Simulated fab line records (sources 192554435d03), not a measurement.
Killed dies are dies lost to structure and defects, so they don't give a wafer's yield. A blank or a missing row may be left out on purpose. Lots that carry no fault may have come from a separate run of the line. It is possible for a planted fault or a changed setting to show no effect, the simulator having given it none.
Matching of chambers | flow n5_finfet | 4 sister chambers for N5_HKMG_FIN_ALD_91 on ald_metal-04
The step deposits TiN, target thk 1 nm, pulse time 1 s, purge time 3 s. 8 wafers are shown with their chamber, then 7 later ones without.

## WAFERS PAIRED WITH THEIR CHAMBERS
wafer  | chamber | heater_power_w (W) | precursor_pulse_height_rel
L729.1 | 1       | 948                | 1.029
L729.6 | 3       | 945                | 1.071
L730.2 | 1       | 968                | 1.014
L730.3 | 2       | 862                | 1.009
L735.2 | 2       | 871                | 0.992
L735.5 | 0       | 842                | 1.026
L734.3 | 3       | 976                | 1.016
L734.4 | 0       | 837                | 1.010

## WAFERS WITH NO CHAMBER GIVEN
wafer  | heater_power_w (W) | precursor_pulse_height_rel
L734.5 | 878                | 1.011
L736.1 | 971                | 1.008
L736.4 | 863                | 1.001
L736.6 | 947                | 0.965
L738.1 | 817                | 0.973
L738.3 | 952                | 1.005
L738.6 | 856                | 0.999

## CHAMBER TAKEN BY EACH
wafer  | from the rows above     | in truth
L734.5 | can't be placed: 2 or 0 | 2
L736.1 | can't be placed: 1 or 3 | 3
L736.4 | can't be placed: 2 or 0 | 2
L736.6 | can't be placed: 1 or 3 | 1
L738.1 | can't be placed: 0 or 2 | 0
L738.3 | can't be placed: 1 or 3 | 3
L738.6 | can't be placed: 2 or 0 | 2
0 of 7 placed correctly. Can't be placed from these rows: 7 (the true chamber is among the candidates in 7). 0 placed wrongly.
How it was worked out, from the rows above alone: a wafer's distance from a chamber is the root of the sum, over the readings, of the square of ((its reading less the chamber's mean) divided by the reading's scatter). If the next closest chamber is less than 2 further off than the closest, the wafer can't be placed; otherwise it belongs to the closest. For every chamber, the mean is computed from those of its wafers that are shown. The scatter: take each reading less its chamber's mean, square it, sum over the shown wafers, divide by the number of wafers less the number of chambers, and take the root.
